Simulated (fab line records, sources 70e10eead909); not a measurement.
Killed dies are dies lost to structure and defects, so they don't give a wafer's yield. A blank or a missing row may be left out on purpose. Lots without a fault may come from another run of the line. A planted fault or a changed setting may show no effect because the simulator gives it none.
Chamber matching | flow nand_harc | NHARC_A_CHANNEL_HOLE_D1_ETCH_44 on rie_diel-09: 4 sister chambers
The step etches the open film in CF4/O2, target depth 140 nm, overetch 14 nm, time 77 s. 8 wafers are shown with their chamber, then 7 later ones without.

WAFERS WITH THEIR CHAMBER
wafer  | chamber | rf_vpp_V (V) | oes_product_au (a.u.)
L938.3 | 3       | 199.7        | 1.016
L938.5 | 2       | 199.7        | 1.009
L938.6 | 1       | 195.5        | 1.015
L937.2 | 0       | 200.5        | 1.008
L937.4 | 2       | 198.6        | 0.990
L937.6 | 0       | 198.6        | 1.008
L940.1 | 1       | 196.5        | 1.024
L940.2 | 3       | 197.7        | 1.021

WAFERS WITHOUT THEIR CHAMBER
wafer  | rf_vpp_V (V) | oes_product_au (a.u.)
L940.4 | 199.5        | 1.011
L951.1 | 199.9        | 0.997
L951.2 | 194.3        | 1.014
L951.6 | 199.6        | 1.022
L952.2 | 199.0        | 1.007
L952.4 | 198.0        | 1.007
L952.6 | 198.9        | 0.990

WHICH CHAMBER EACH WENT THROUGH
wafer  | from the rows above               | in truth
L940.4 | can't be placed: 0 or 3 or 2      | 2
L951.1 | can't be placed: 2 or 0           | 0
L951.2 | 1                                 | 1
L951.6 | can't be placed: 3 or 0           | 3
L952.2 | can't be placed: 0 or 2 or 3      | 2
L952.4 | can't be placed: 0 or 2 or 3 or 1 | 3
L952.6 | can't be placed: 2 or 0           | 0
Placed correctly: 1 of 7. Can't be placed from these rows: 6 (the true chamber is among the candidates in 6). Placed wrongly: 0.
How it was worked out, from the rows above alone: a wafer's distance from a chamber is the root of the sum, over the readings, of the square of ((its reading less the chamber's mean) divided by the reading's scatter). The wafer belongs to the nearest chamber; if the next one is less than 2 further off, it can't be placed. A chamber's mean is the mean of its shown wafers. The scatter: the root of (the sum of the squares of (reading less its chamber's mean) over the shown wafers, divided by (wafers less chambers)).
